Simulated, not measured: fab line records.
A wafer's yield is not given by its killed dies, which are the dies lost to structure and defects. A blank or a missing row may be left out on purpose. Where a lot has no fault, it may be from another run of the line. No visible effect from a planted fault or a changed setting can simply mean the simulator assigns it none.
Matching of chambers | flow n5 finfet | rie diel-02 running N5_BEOL_M5_VIA_ETCH_34: 4 sister chambers
The step etches SiCOH lowk in C4F6/O2, target depth 88.3 nm, time 39.2 s. 4 wafers are shown with their chamber, then 8 later ones without.

WAFERS, EACH WITH ITS CHAMBER
wafer  | chamber | oes product au (a.u.)
L079.3 | 3       | 0.68
L079.6 | 0       | 0.91
L080.5 | 1       | 0.69
L081.2 | 2       | 0.94

WAFERS WITHOUT THEIR CHAMBER
wafer  | oes product au (a.u.)
L081.4 | 0.91
L081.5 | 0.69
L092.4 | 0.87
L092.5 | 0.87
L092.6 | 0.97
L095.2 | 0.95
L095.3 | 0.87
L095.4 | 0.86

THE CHAMBER EACH PASSED THROUGH
wafer  | from the rows above     | in truth
L081.4 | can't be placed: 0 or 2 | 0
L081.5 | can't be placed: 1 or 3 | 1
L092.4 | can't be placed: 0 or 2 | 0
L092.5 | can't be placed: 0 or 2 | 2
L092.6 | can't be placed: 2 or 0 | 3
L095.2 | can't be placed: 2 or 0 | 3
L095.3 | can't be placed: 0 or 2 | 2
L095.4 | can't be placed: 0 or 2 | 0
0 of 8 placed correctly. Unplaceable from these rows: 8, with the true chamber sitting among the candidates in 6. Placed wrongly: 0.
How it was worked out, from the rows above alone: a wafer's distance from a chamber is the root of the sum, over the readings, of the square of ((its reading less the chamber's mean) divided by the reading's scatter). The wafer belongs to the nearest chamber; if the next one is less than 2 further off, it can't be placed. Each chamber's mean is taken over the wafers shown for it. The scatter: with one shown wafer a chamber, the root of the mean of the squares of how far each hidden wafer lies from its nearest shown one.
